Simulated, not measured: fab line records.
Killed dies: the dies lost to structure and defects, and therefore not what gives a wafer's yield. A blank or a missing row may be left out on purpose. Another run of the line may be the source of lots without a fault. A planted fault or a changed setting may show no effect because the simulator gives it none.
Chamber matching | flow n5-finfet | N5_BEOL_M3_ALD_98 on ald-sin-02 has 4 sister chambers
The step deposits SiO2, target thk 2.5 nm, pulse time 1 s, co reactant pulse time 1 s. 30 wafers are shown with their chamber, then 12 later ones without.

== EACH WAFER AND ITS CHAMBER ==
wafer  | chamber | heater-power-w (W) | precursor-pulse-height-rel
L075.1 | 3       | 102                | 1.004
L075.2 | 1       | 68                 | 0.999
L075.3 | 2       | 83                 | 0.983
L077.1 | 2       | 82                 | 0.971
L077.3 | 1       | 68                 | 1.021
L077.6 | 1       | 67                 | 1.007
L080.2 | 2       | 81                 | 0.998
L080.4 | 0       | 81                 | 0.970
L080.6 | 1       | 67                 | 0.990
L082.2 | 3       | 103                | 1.021
L082.3 | 0       | 81                 | 1.018
L082.6 | 1       | 67                 | 0.995
L088.1 | 2       | 82                 | 0.988
L088.2 | 0       | 83                 | 1.042
L088.3 | 3       | 104                | 1.020
L088.4 | 1       | 68                 | 0.976
L088.5 | 1       | 66                 | 1.014
L088.6 | 0       | 80                 | 1.039
L090.2 | 3       | 103                | 1.011
L090.3 | 0       | 80                 | 0.990
L090.5 | 0       | 84                 | 1.006
L091.1 | 0       | 83                 | 1.027
L091.3 | 2       | 84                 | 0.985
L091.5 | 2       | 81                 | 0.990
L092.2 | 2       | 82                 | 1.016
L092.4 | 1       | 66                 | 1.001
L092.5 | 0       | 85                 | 0.984
L094.1 | 3       | 103                | 1.021
L094.2 | 2       | 84                 | 1.018
L094.3 | 0       | 82                 | 1.009

SIGNATURES, as means of the wafers listed above
reading                    | chamber 0 | chamber 1 | chamber 2 | chamber 3 | scatter within a chamber
heater-power-w             | 82.11     | 67.12     | 82.38     | 103.00    | 1.27
precursor-pulse-height-rel | 1.00944   | 1.00038   | 0.99362   | 1.01540   | 0.018
Rule: for a wafer and a chamber, the distance is found by dividing, reading by reading, the gap between the wafer's reading and the chamber's mean by the reading's scatter, squaring, summing and taking the root. If the next closest chamber is less than 2 further off than the closest, the wafer can't be placed; otherwise it belongs to the closest. How the scatter is found: for the shown wafers, subtract from each reading the mean of its chamber, square and add these, divide the total by (wafers less chambers), then take the root.

== WAFERS MISSING THEIR CHAMBER ==
wafer  | heater-power-w (W) | precursor-pulse-height-rel
L094.4 | 68                 | 0.982
L094.5 | 105                | 0.993
L094.6 | 84                 | 1.023
L096.1 | 82                 | 1.005
L096.5 | 104                | 0.993
L096.6 | 82                 | 0.995
L097.1 | 107                | 0.986
L097.2 | 81                 | 0.999
L097.3 | 82                 | 0.996
L097.4 | 70                 | 0.978
L097.5 | 106                | 1.011
L097.6 | 80                 | 0.984

== WHICH CHAMBER EACH ONE RAN IN ==
wafer  | from the rows above     | in truth
L094.4 | 1                       | 1
L094.5 | 3                       | 3
L094.6 | can't be placed: 0 or 2 | 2
L096.1 | can't be placed: 0 or 2 | 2
L096.5 | 3                       | 3
L096.6 | can't be placed: 2 or 0 | 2
L097.1 | 3                       | 3
L097.2 | can't be placed: 0 or 2 | 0
L097.3 | can't be placed: 2 or 0 | 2
L097.4 | 1                       | 1
L097.5 | 3                       | 3
L097.6 | can't be placed: 2 or 0 | 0
Placed correctly: 6 of 12. These rows do not allow placing 6 (true chamber among the candidates in 6). Number placed wrongly: 0.
